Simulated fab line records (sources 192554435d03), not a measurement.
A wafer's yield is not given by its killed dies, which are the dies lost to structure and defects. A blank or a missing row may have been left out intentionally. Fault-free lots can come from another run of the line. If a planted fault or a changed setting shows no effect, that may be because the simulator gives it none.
fab line records	flow n5-finfet
record lots=24	wafers=72	last-day=18
route steps=1938 shown BEOL_M7@1319 BEOL_M8@1352
lots that met no fault: from a run of the same line without faults
start-h: the number of hours between the record's first day and the start of the first shown wafer of the lot	wait-h: hours from the lot's prior step to this one	" identical to the entry in the row above	L1.1+2: a single row standing in for several wafers	- no value, or no start was given	* or withheld: withheld	< > ~ a bound
route shown NAME@n: a module of which the file shows steps, and the number in the route of the first	usual: the fault-free wafers' mean and standard deviation	same: alike in all rows	chamber/n: place in a boat	sites: each site's reading	_std_site: standard deviation of those values	_edge_site: the outer-site mean with the inner-site mean subtracted	radius-mm: how far each site lies from the wafer's centre	mask NAME#n: copy n	behind: the last tool/chamber to shape the wafer	hold: what put the lot on hold/how long, in hours/how the hold closed	device: transistor that didn't switch, given as n, p or np	end of line: tests of these same wafers at the route's end	a step given without rows: its recipe and nothing more	killed: dies lost to structure and defects at the first sort, not the wafer's yield	map: dies across one wafer; x = killed, . = not, _ = none there
set.NAME: the setting as run; set.NAME@STEP: as run at that earlier step	model.NAME: the simulator's own value behind a step, which no gauge read
the route's steps for a sample of lots (tables are steps, rows are wafers)
services: from which hour (start-h, from the record's first day; less than 0 if before it) a tool's chamber was out of use, for how many hours, and why
## steps
# step N5_BEOL_M7_PRE_CLEAN_45
# recipe gas=H2/He	time-s=30	temp-c=250
# usual heater-power-w=330/24
lot.wafer	tool	chamber	start-h	wait-h	heater-power-w
L076.1	pvd-sputter-02	-	193.85	0.0	337
L076.2	"	-	"	"	300
L076.4	"	-	"	"	358
L074.2	pvd-sputter-02	-	194.36	0.0	309
L074.3	"	-	"	"	334
L074.4	"	-	"	"	344
L075.3	pvd-sputter-02	-	209.91	0.0	307
L075.4	"	-	"	"	333
L075.5	"	-	"	"	356
L077.1	pvd-sputter-01	-	210.80	0.0	347
L077.4	"	-	"	"	314
L077.6	"	-	"	"	306
L078.3	pvd-sputter-01	-	216.59	0.0	341
L078.5	"	-	"	"	339
L078.6	"	-	"	"	350
L079.1	pvd-sputter-01	-	228.40	0.0	352
L079.2	"	-	"	"	333
L079.6	"	-	"	"	355
L081.2	pvd-sputter-01	-	237.98	0.0	312
L081.4	"	-	"	"	354
L081.5	"	-	"	"	349
L082.4	pvd-sputter-02	-	239.64	0.0	354
L082.5	"	-	"	"	327
L082.6	"	-	"	"	303
L083.1	pvd-sputter-01	-	246.84	0.0	320
L083.2	"	-	"	"	338
L083.6	"	-	"	"	330
L080.1	pvd-sputter-01	-	247.04	0.0	334
L080.2	"	-	"	"	362
L080.4	"	-	"	"	314
L084.3	pvd-sputter-01	-	252.88	0.0	342
L084.5	"	-	"	"	329
L084.6	"	-	"	"	361
L085.1	pvd-sputter-03	-	264.59	0.0	328
L085.3	"	-	"	"	307
L085.5	"	-	"	"	329
L086.1	pvd-sputter-02	-	278.73	0.0	312
L086.2	"	-	"	"	329
L086.3	"	-	"	"	299
L087.1	pvd-sputter-03	-	287.61	0.0	388
L087.3	"	-	"	"	305
L087.4	"	-	"	"	344
L088.1	pvd-sputter-02	-	290.46	0.0	307
L088.4	"	-	"	"	322
L088.5	"	-	"	"	339
L090.3	pvd-sputter-03	-	293.61	0.0	385
L090.4	"	-	"	"	344
L090.6	"	-	"	"	309
L091.2	pvd-sputter-02	-	298.35	0.0	358
L091.3	"	-	"	"	294
L091.6	"	-	"	"	355
L089.3	pvd-sputter-02	-	304.89	0.0	342
L089.5	"	-	"	"	297
L089.6	"	-	"	"	342
L092.2	pvd-sputter-02	-	311.14	0.0	301
L092.3	"	-	"	"	353
L092.4	"	-	"	"	304
L094.1	pvd-sputter-03	-	312.45	0.0	340
L094.2	"	-	"	"	394
L094.4	"	-	"	"	323
L093.1	pvd-sputter-02	-	314.52	0.0	303
L093.2	"	-	"	"	342
L093.4	"	-	"	"	299
L095.2	pvd-sputter-03	-	321.93	0.0	305
L095.3	"	-	"	"	341
L095.4	"	-	"	"	296
L096.3	pvd-sputter-02	-	334.68	0.0	349
L096.5	"	-	"	"	301
L096.6	"	-	"	"	324
L097.1	pvd-sputter-02	-	340.61	0.0	311
L097.4	"	-	"	"	337
L097.5	"	-	"	"	306
# step N5_BEOL_M8_STRIP_67
# recipe chemistry=CF4	resist=SiARC	power-w=300	bias-power-w=75	pressure-mtorr=50	cf4-flow-sccm=150	rf-frequency-hz=6e+07
# usual drypump-motor-current-A=5.6/0.34	oes-product-au=0.79/0.085	rf-vpp-V=271.5/1.5	showerhead-plenum-p-Torr=1.81/0.053	throttle-valve-pct=13.47/0.2
lot.wafer	tool	chamber	start-h	wait-h	drypump-motor-current-A	oes-product-au	rf-hours-counter-h	rf-vpp-V	showerhead-plenum-p-Torr	throttle-valve-pct
L076.1	rie-diel-05	2	200.58	0.0	5.8	0.70	204	272.7	1.84	13.35
L076.2	"	1	"	"	5.4	0.95	5	271.2	1.78	13.40
L076.4	"	3	"	"	5.7	0.71	216	269.3	1.79	13.59
L074.2	rie-diel-02	3	202.63	0.0	5.5	0.88	48	270.3	1.76	13.56
L074.3	"	2	"	"	6.6	0.75	161	268.5	1.72	13.51
L074.4	"	0	"	"	5.4	0.79	122	270.6	1.81	13.45
L077.1	rie-diel-04	1	217.81	0.0	5.4	0.91	18	269.8	1.74	13.00
L077.4	"	2	"	"	5.7	0.73	190	273.0	1.86	13.80
L077.6	"	0	"	"	5.9	0.74	-	269.5	1.78	13.55
L075.3	rie-diel-05	2	218.65	0.0	5.8	0.70	210	274.3	1.84	13.39
L075.4	"	3	"	"	5.7	0.70	220	271.7	1.78	13.61
L075.5	"	1	"	"	5.4	0.94	-	270.0	1.78	13.42
L078.3	rie-diel-05	1	224.97	0.0	5.4	0.93	13	269.4	1.78	13.40
L078.5	"	2	"	"	5.8	0.69	-	272.1	1.84	13.37
L078.6	"	1	"	"	5.4	0.93	-	269.9	1.78	13.41
L079.1	rie-diel-04	3	232.34	0.0	5.0	0.87	54	273.3	1.88	13.20
L079.2	"	2	"	"	5.7	0.72	194	274.0	1.86	13.80
L079.6	"	0	"	"	5.9	0.74	-	272.7	1.78	13.58
L081.2	rie-diel-04	3	243.39	0.0	5.0	0.86	58	274.0	1.87	13.23
L081.4	"	0	"	"	5.9	0.74	194	269.7	1.78	13.56
L081.5	"	0	"	"	5.9	0.74	-	270.3	1.78	13.57
L082.4	rie-diel-05	2	243.72	0.0	5.8	0.69	218	273.2	1.84	13.38
L082.5	"	1	"	"	5.4	0.92	-	271.5	1.77	13.45
L082.6	"	2	"	"	5.8	0.69	-	271.6	1.84	13.40
L083.1	rie-diel-02	0	251.55	0.0	5.4	0.78	140	272.3	1.81	13.48
L083.2	"	2	"	"	6.6	0.74	180	269.3	1.72	13.56
L083.6	"	2	"	"	6.6	0.74	-	269.7	1.72	13.53
L080.1	rie-diel-05	2	251.58	0.0	5.7	0.69	222	272.4	1.84	13.40
L080.2	"	1	"	"	5.4	0.90	22	270.2	1.77	13.44
L080.4	"	3	"	"	5.7	0.70	233	271.3	1.78	13.64
L084.3	rie-diel-05	2	258.80	0.0	5.8	0.68	224	272.4	1.84	13.41
L084.5	"	2	"	"	5.8	0.69	-	270.9	1.84	13.40
L084.6	"	1	"	"	5.4	0.91	-	270.7	1.77	13.43
L085.1	rie-diel-04	3	269.28	0.0	5.0	0.85	70	273.4	1.87	13.25
L085.3	"	1	"	"	5.4	0.87	39	270.0	1.74	13.04
L085.5	"	1	"	"	5.4	0.87	-	269.1	1.74	13.04
L086.1	rie-diel-02	2	283.21	0.0	6.6	0.73	190	269.3	1.71	13.58
L086.2	"	1	"	"	5.4	0.85	39	271.1	1.83	13.53
L086.3	"	0	"	"	5.4	0.77	149	269.4	1.80	13.49
L087.1	rie-diel-05	2	290.82	0.0	5.7	0.68	234	272.4	1.84	13.43
L087.3	"	0	"	"	5.6	0.81	88	273.0	1.90	13.59
L087.4	"	3	"	"	5.7	0.69	245	269.9	1.78	13.69
L088.1	rie-diel-05	2	293.74	0.0	5.8	0.69	235	273.5	1.84	13.44
L088.4	"	0	"	"	5.6	0.82	89	272.5	1.90	13.59
L088.5	"	2	"	"	5.8	0.68	-	273.8	1.84	13.42
L090.3	rie-diel-05	1	297.70	0.0	5.4	0.89	37	270.6	1.77	13.46
L090.4	"	0	"	"	5.6	0.81	91	271.7	1.90	13.61
L090.6	"	1	"	"	5.4	0.87	-	270.6	1.77	13.46
L091.2	rie-diel-04	3	301.75	0.0	5.0	0.85	81	274.3	1.87	13.26
L091.3	"	1	"	"	5.4	0.85	49	271.3	1.74	13.06
L091.6	"	2	"	"	5.7	0.71	-	271.8	1.85	13.85
L089.3	rie-diel-05	2	308.92	0.0	5.8	0.68	241	271.2	1.83	13.45
L089.5	"	1	"	"	5.4	0.88	-	269.6	1.77	13.48
L089.6	"	2	"	"	5.7	0.67	-	273.1	1.83	13.43
L092.2	rie-diel-05	1	315.00	0.0	5.4	0.87	44	269.9	1.77	13.49
L092.3	"	2	"	"	5.8	0.67	243	273.3	1.83	13.44
L092.4	"	1	"	"	5.4	0.87	-	271.4	1.77	13.51
L094.1	rie-diel-04	0	316.56	0.0	5.9	0.72	219	270.2	1.77	13.63
L094.2	"	3	"	"	4.9	0.83	84	272.4	1.87	13.26
L094.4	"	2	"	"	5.7	0.71	223	272.2	1.85	13.86
L093.1	rie-diel-02	2	319.19	0.0	6.6	0.72	203	268.4	1.71	13.61
L093.2	"	0	"	"	5.4	0.75	162	270.8	1.80	13.52
L093.4	"	2	"	"	6.6	0.72	-	269.3	1.71	13.59
L095.2	rie-diel-04	1	326.53	0.0	5.4	0.84	57	271.2	1.73	13.08
L095.3	"	2	"	"	5.7	0.70	228	271.2	1.85	13.86
L095.4	"	0	"	"	5.9	0.72	223	271.8	1.77	13.62
L096.3	rie-diel-04	0	340.23	0.0	5.9	0.71	228	271.6	1.77	13.65
L096.5	"	3	"	"	4.9	0.82	-	272.4	1.86	13.30
L096.6	"	0	"	"	5.9	0.72	-	269.9	1.77	13.64
L097.1	rie-diel-05	1	347.12	0.0	5.4	0.85	57	271.2	1.76	13.51
L097.4	"	0	"	"	5.6	0.79	114	273.3	1.89	13.65
L097.5	"	1	"	"	5.4	0.86	-	269.7	1.76	13.51
# step N5_BEOL_M8_INSPECT_30
# recipe mode=adi	inspect-instrument=brightfield
# usual raw-defect-count=416/83
lot.wafer	tool	chamber	start-h	wait-h	raw-defect-count
L076.1	defect-inspect-02	-	201.36	0.1	286
L076.2	"	-	"	"	406
L076.4	"	-	"	"	471
L074.2	defect-inspect-02	-	203.38	0.0	407
L074.3	"	-	"	"	543
L074.4	"	-	"	"	471
L077.1	defect-inspect-02	-	219.29	0.1	339
L077.4	"	-	"	"	298
L077.6	"	-	"	"	392
L075.3	defect-inspect-02	-	219.47	0.0	303
L075.4	"	-	"	"	340
L075.5	"	-	"	"	393
L078.3	defect-inspect-02	-	225.79	0.0	386
L078.5	"	-	"	"	582
L078.6	"	-	"	"	441
L079.1	defect-inspect-02	-	233.80	0.1	389
L079.2	"	-	"	"	463
L079.6	"	-	"	"	424
L081.2	defect-inspect-01	-	244.43	0.0	507
L081.4	"	-	"	"	514
L081.5	"	-	"	"	295
L082.4	defect-inspect-01	-	244.88	0.0	358
L082.5	"	-	"	"	296
L082.6	"	-	"	"	524
L083.1	defect-inspect-01	-	252.19	0.1	674
L083.2	"	-	"	"	341
L083.6	"	-	"	"	397
L080.1	defect-inspect-01	-	254.32	0.1	350
L080.2	"	-	"	"	501
L080.4	"	-	"	"	565
L084.3	defect-inspect-02	-	260.65	0.0	373
L084.5	"	-	"	"	344
L084.6	"	-	"	"	317
L085.1	defect-inspect-01	-	270.47	0.1	447
L085.3	"	-	"	"	442
L085.5	"	-	"	"	438
L086.1	defect-inspect-01	-	283.89	0.1	333
L086.2	"	-	"	"	429
L086.3	"	-	"	"	359
L087.1	defect-inspect-02	-	292.07	0.1	295
L087.3	"	-	"	"	268
L087.4	"	-	"	"	332
L088.1	defect-inspect-01	-	295.88	0.1	453
L088.4	"	-	"	"	494
L088.5	"	-	"	"	490
L090.3	defect-inspect-02	-	300.01	0.0	372
L090.4	"	-	"	"	440
L090.6	"	-	"	"	444
L091.2	defect-inspect-02	-	303.79	0.0	462
L091.3	"	-	"	"	469
L091.6	"	-	"	"	528
L089.3	defect-inspect-01	-	310.14	0.0	600
L089.5	"	-	"	"	543
L089.6	"	-	"	"	452
L092.2	defect-inspect-02	-	315.78	0.0	440
L092.3	"	-	"	"	477
L092.4	"	-	"	"	433
L094.1	defect-inspect-02	-	317.24	0.1	487
L094.2	"	-	"	"	431
L094.4	"	-	"	"	463
L093.1	defect-inspect-02	-	320.07	0.1	480
L093.2	"	-	"	"	428
L093.4	"	-	"	"	423
L095.2	defect-inspect-01	-	327.29	0.0	361
L095.3	"	-	"	"	394
L095.4	"	-	"	"	326
L096.3	defect-inspect-01	-	344.13	0.0	390
L096.5	"	-	"	"	297
L096.6	"	-	"	"	404
L097.1	defect-inspect-01	-	350.84	0.1	417
L097.4	"	-	"	"	399
L097.5	"	-	"	"	540
# step N5_BEOL_M8_DESCUM_33
# recipe chemistry=O2	time-s=7	source-power-w=50	bias-power-w=20	pressure-mtorr=20	rf-frequency-hz=2.712e+07	temp-c=40	resist=CAR-EUV	o2-flow-sccm=225
# usual drypump-motor-current-A=5.6/0.41	oes-product-au=0.79/0.08	rf-vpp-V=243.1/1.3	showerhead-plenum-p-Torr=2.09/0.063	throttle-valve-pct=20.33/0.17
lot.wafer	tool	chamber	start-h	wait-h	drypump-motor-current-A	oes-product-au	rf-hours-counter-h	rf-vpp-V	showerhead-plenum-p-Torr	throttle-valve-pct
L076.1	rie-diel-05	1	201.40	0.0	5.4	0.97	5	241.6	2.06	20.36
L076.2	"	2	"	"	5.8	0.70	204	245.9	2.15	19.93
L076.4	"	3	"	"	5.7	0.69	216	243.0	2.09	20.42
L074.2	rie-diel-05	2	203.41	0.0	5.8	0.69	205	244.7	2.15	19.95
L074.3	"	0	"	"	5.6	0.84	59	245.2	2.21	20.30
L074.4	"	3	"	"	5.7	0.69	216	243.5	2.09	20.43
L077.1	rie-diel-02	3	219.32	0.0	5.5	0.87	55	242.7	2.04	20.45
L077.4	"	0	"	"	5.4	0.79	128	242.9	2.10	20.22
L077.6	"	3	"	"	5.5	0.87	-	243.1	2.04	20.45
L075.3	rie-diel-04	0	219.51	0.0	5.9	0.76	185	242.4	2.08	20.33
L075.4	"	2	"	"	5.7	0.73	190	245.0	2.16	20.61
L075.5	"	0	"	"	5.9	0.76	-	242.9	2.08	20.33
L078.3	rie-diel-02	2	225.97	0.2	6.6	0.75	170	242.3	2.01	20.44
L078.5	"	0	"	"	5.4	0.77	-	243.2	2.10	20.21
L078.6	"	1	"	"	5.4	0.90	-	243.7	2.11	20.24
L079.1	rie-diel-05	3	234.35	0.5	5.7	0.70	224	242.4	2.08	20.45
L079.2	"	1	"	"	5.4	0.95	15	242.4	2.06	20.39
L079.6	"	3	"	"	5.7	0.69	-	242.8	2.08	20.46
L081.2	rie-diel-02	0	244.68	0.3	5.4	0.77	136	243.5	2.10	20.24
L081.4	"	3	"	"	5.5	0.85	64	242.4	2.04	20.46
L081.5	"	3	"	"	5.5	0.85	-	241.7	2.04	20.46
L082.4	rie-diel-04	3	245.15	0.3	5.0	0.86	59	244.5	2.22	20.23
L082.5	"	3	"	"	4.9	0.85	-	244.4	2.22	20.23
L082.6	"	2	"	"	5.7	0.72	-	243.6	2.16	20.61
L083.1	rie-diel-02	0	252.22	0.0	5.4	0.77	140	243.8	2.10	20.24
L083.2	"	1	"	"	5.4	0.87	29	243.2	2.11	20.26
L083.6	"	3	"	"	5.5	0.85	-	241.3	2.04	20.47
L080.1	rie-diel-05	3	254.35	0.0	5.7	0.69	234	242.3	2.08	20.47
L080.2	"	1	"	"	5.4	0.92	23	241.7	2.05	20.38
L080.4	"	0	"	"	5.6	0.83	77	243.9	2.21	20.32
L084.3	rie-diel-05	2	260.73	0.1	5.8	0.69	224	244.2	2.14	19.98
L084.5	"	1	"	"	5.4	0.91	-	242.2	2.05	20.39
L084.6	"	2	"	"	5.8	0.67	-	244.4	2.14	19.97
L085.1	rie-diel-02	1	270.51	0.0	5.4	0.86	34	244.7	2.11	20.24
L085.3	"	0	"	"	5.4	0.75	145	242.2	2.09	20.25
L085.5	"	3	"	"	5.5	0.84	-	242.6	2.04	20.48
L086.1	rie-diel-05	0	283.92	0.0	5.6	0.82	86	244.7	2.20	20.33
L086.2	"	2	"	"	5.8	0.68	232	242.9	2.14	19.98
L086.3	"	3	"	"	5.7	0.69	243	242.5	2.08	20.50
L087.1	rie-diel-02	0	292.11	0.0	5.4	0.76	152	243.3	2.09	20.26
L087.3	"	3	"	"	5.5	0.83	80	241.8	2.03	20.48
L087.4	"	1	"	"	5.4	0.87	41	243.1	2.10	20.28
L088.1	rie-diel-02	0	295.92	0.0	5.4	0.75	153	242.6	2.09	20.27
L088.4	"	1	"	"	5.4	0.86	42	243.4	2.10	20.27
L088.5	"	1	"	"	5.4	0.86	-	242.5	2.10	20.26
L090.3	rie-diel-04	0	300.21	0.2	5.9	0.74	215	242.1	2.07	20.39
L090.4	"	3	"	"	4.9	0.83	80	244.9	2.21	20.26
L090.6	"	3	"	"	5.0	0.83	-	244.2	2.21	20.28
L091.2	rie-diel-05	2	304.07	0.3	5.8	0.68	238	244.2	2.13	20.00
L091.3	"	0	"	"	5.6	0.81	93	244.6	2.20	20.34
L091.6	"	1	"	"	5.4	0.89	-	242.1	2.05	20.39
L089.3	rie-diel-02	0	310.17	0.0	5.4	0.75	158	242.4	2.09	20.27
L089.5	"	1	"	"	5.4	0.86	-	243.2	2.10	20.29
L089.6	"	2	"	"	6.6	0.72	-	241.1	2.00	20.47
L092.2	rie-diel-02	1	315.82	0.0	5.4	0.84	50	244.3	2.10	20.30
L092.3	"	2	"	"	6.6	0.72	201	240.9	2.00	20.48
L092.4	"	0	"	"	5.4	0.74	-	242.3	2.09	20.29
L094.1	rie-diel-04	2	317.37	0.1	5.7	0.70	223	243.4	2.15	20.65
L094.2	"	0	"	"	5.9	0.73	219	243.2	2.07	20.38
L094.4	"	3	"	"	4.9	0.83	85	245.5	2.21	20.29
L093.1	rie-diel-04	3	320.40	0.3	5.0	0.82	87	243.4	2.21	20.27
L093.2	"	2	"	"	5.7	0.70	225	245.6	2.15	20.65
L093.4	"	1	"	"	5.4	0.84	54	243.6	2.04	20.09
L095.2	rie-diel-05	2	327.66	0.4	5.8	0.67	250	243.4	2.13	20.02
L095.3	"	1	"	"	5.4	0.87	51	242.1	2.05	20.44
L095.4	"	0	"	"	5.6	0.80	105	245.2	2.20	20.38
L096.3	rie-diel-02	1	344.51	0.4	5.4	0.84	61	244.7	2.09	20.32
L096.5	"	3	"	"	5.5	0.82	-	241.5	2.03	20.51
L096.6	"	2	"	"	6.6	0.72	-	241.6	2.00	20.49
L097.1	rie-diel-02	3	351.47	0.6	5.5	0.82	98	241.9	2.03	20.52
L097.4	"	1	"	"	5.4	0.84	63	245.3	2.09	20.30
L097.5	"	0	"	"	5.4	0.74	-	243.1	2.08	20.29
# step N5_BEOL_M8_OCD_MEAS_38
# usual trench-depth-nm=93.0/1.5
lot.wafer	tool	chamber	start-h	wait-h	trench-depth-nm
L076.1	ocd-01	-	201.83	-	96.5
L076.2	"	-	"	"	91.0
L076.4	"	-	"	"	91.5
L074.2	ocd-01	-	203.85	-	93.2
L074.3	"	-	"	"	93.5
L074.4	"	-	"	"	92.0
L077.1	ocd-01	-	219.75	-	90.8
L077.4	"	-	"	"	93.2
L077.6	"	-	"	"	92.4
L075.3	ocd-02	-	219.94	-	92.8
L075.4	"	-	"	"	94.5
L075.5	"	-	"	"	93.4
L078.3	ocd-02	-	226.40	-	93.1
L078.5	"	-	"	"	93.3
L078.6	"	-	"	"	94.5
L079.1	ocd-02	-	234.78	-	91.5
L079.2	"	-	"	"	95.2
L079.6	"	-	"	"	91.1
L081.2	ocd-02	-	245.11	-	91.8
L081.4	"	-	"	"	91.8
L081.5	"	-	"	"	91.2
L082.4	ocd-02	-	245.59	-	94.4
L082.5	"	-	"	"	94.8
L082.6	"	-	"	"	93.7
L083.1	ocd-01	-	252.65	-	91.0
L083.2	"	-	"	"	93.2
L083.6	"	-	"	"	90.7
L080.1	ocd-01	-	254.78	-	91.5
L080.2	"	-	"	"	96.1
L080.4	"	-	"	"	91.0
L084.3	ocd-01	-	261.16	-	92.5
L084.5	"	-	"	"	95.8
L084.6	"	-	"	"	93.0
L085.1	ocd-01	-	270.94	-	94.7
L085.3	"	-	"	"	92.1
L085.5	"	-	"	"	92.4
L086.1	ocd-01	-	284.35	-	91.8
L086.2	"	-	"	"	92.0
L086.3	"	-	"	"	92.4
L087.1	ocd-01	-	292.54	-	93.2
L087.3	"	-	"	"	92.0
L087.4	"	-	"	"	94.7
L088.1	ocd-02	-	296.35	-	92.4
L088.4	"	-	"	"	95.2
L088.5	"	-	"	"	94.2
L090.3	ocd-02	-	300.65	-	92.3
L090.4	"	-	"	"	93.5
L090.6	"	-	"	"	93.4
L091.2	ocd-02	-	304.50	-	93.2
L091.3	"	-	"	"	93.3
L091.6	"	-	"	"	97.2
L089.3	ocd-01	-	310.60	-	92.2
L089.5	"	-	"	"	95.2
L089.6	"	-	"	"	93.3
L092.2	ocd-02	-	316.25	-	94.0
L092.3	"	-	"	"	91.8
L092.4	"	-	"	"	91.4
L094.1	ocd-01	-	317.80	-	94.1
L094.2	"	-	"	"	93.5
L094.4	"	-	"	"	93.6
L093.1	ocd-01	-	320.83	-	92.8
L093.2	"	-	"	"	92.3
L093.4	"	-	"	"	90.1
L095.2	ocd-01	-	328.09	-	90.8
L095.3	"	-	"	"	95.3
L095.4	"	-	"	"	93.1
L096.3	ocd-01	-	344.94	-	96.0
L096.5	"	-	"	"	91.5
L096.6	"	-	"	"	92.3
L097.1	ocd-02	-	351.89	-	91.8
L097.4	"	-	"	"	94.6
L097.5	"	-	"	"	92.4
# step N5_BEOL_M8_SURFACE_TREAT_79
# recipe gas=Ar	time-s=*	ion-energy-ev=*	ion-current-ma-cm2=0.5	pressure-mtorr=*	ar-flow-sccm=30
# usual throttle-valve-pct=*
lot.wafer	tool	chamber	start-h	wait-h	throttle-valve-pct
L076.1	pvd-sputter-01	-	202.76	0.2	*
L076.2	"	-	"	"	*
L076.4	"	-	"	"	*
L074.2	pvd-sputter-01	-	204.80	0.2	*
L074.3	"	-	"	"	*
L074.4	"	-	"	"	*
L077.1	pvd-sputter-01	-	220.73	0.2	*
L077.4	"	-	"	"	*
L077.6	"	-	"	"	*
L075.3	pvd-sputter-02	-	222.97	1.8	*
L075.4	"	-	"	"	*
L075.5	"	-	"	"	*
L078.3	pvd-sputter-01	-	228.32	0.8	*
L078.5	"	-	"	"	*
L078.6	"	-	"	"	*
L079.1	pvd-sputter-02	-	237.20	0.4	*
L079.2	"	-	"	"	*
L079.6	"	-	"	"	*
L081.2	pvd-sputter-01	-	246.32	0.2	*
L081.4	"	-	"	"	*
L081.5	"	-	"	"	*
L082.4	pvd-sputter-01	-	246.88	0.2	*
L082.5	"	-	"	"	*
L082.6	"	-	"	"	*
L083.1	pvd-sputter-02	-	255.35	0.2	*
L083.2	"	-	"	"	*
L083.6	"	-	"	"	*
L080.1	pvd-sputter-01	-	257.67	1.8	*
L080.2	"	-	"	"	*
L080.4	"	-	"	"	*
L084.3	pvd-sputter-01	-	262.85	0.2	*
L084.5	"	-	"	"	*
L084.6	"	-	"	"	*
L085.1	pvd-sputter-02	-	274.05	1.7	*
L085.3	"	-	"	"	*
L085.5	"	-	"	"	*
L086.1	pvd-sputter-02	-	285.26	0.2	*
L086.2	"	-	"	"	*
L086.3	"	-	"	"	*
L087.1	pvd-sputter-03	-	293.53	0.2	*
L087.3	"	-	"	"	*
L087.4	"	-	"	"	*
L088.1	pvd-sputter-02	-	297.59	0.3	*
L088.4	"	-	"	"	*
L088.5	"	-	"	"	*
L090.3	pvd-sputter-03	-	301.65	0.2	*
L090.4	"	-	"	"	*
L090.6	"	-	"	"	*
L091.2	pvd-sputter-03	-	305.71	0.3	*
L091.3	"	-	"	"	*
L091.6	"	-	"	"	*
L089.3	pvd-sputter-02	-	311.66	0.3	*
L089.5	"	-	"	"	*
L089.6	"	-	"	"	*
L092.2	pvd-sputter-01	-	317.55	0.2	*
L092.3	"	-	"	"	*
L092.4	"	-	"	"	*
L094.1	pvd-sputter-03	-	319.19	0.2	*
L094.2	"	-	"	"	*
L094.4	"	-	"	"	*
L093.1	pvd-sputter-03	-	322.61	0.2	*
L093.2	"	-	"	"	*
L093.4	"	-	"	"	*
L095.2	pvd-sputter-03	-	330.56	0.2	*
L095.3	"	-	"	"	*
L095.4	"	-	"	"	*
L096.3	pvd-sputter-01	-	346.15	0.3	*
L096.5	"	-	"	"	*
L096.6	"	-	"	"	*
L097.1	pvd-sputter-01	-	353.18	0.2	*
L097.4	"	-	"	"	*
L097.5	"	-	"	"	*
## services
tool	chamber	start-h	hours	kind
rie-diel-05	3	207.52	3.0	repair
rie-diel-04	2	266.00	8.9	repair
rie-diel-05	3	304.84	-	clean
rie-diel-05	3	304.84	-	consumable-replace:focus-ring
rie-diel-05	3	304.84	21.1	scheduled-down
rie-diel-05	3	304.84	21.1	vent-cycle
rie-diel-02	3	307.91	13.1	repair
rie-diel-05	2	328.06	-	clean
rie-diel-05	2	328.06	-	consumable-replace:focus-ring
rie-diel-05	1	337.55	4.0	repair
pvd-sputter-03	-	341.47	6.6	repair
rie-diel-05	-	352.42	0.5	repair
## key
fault none
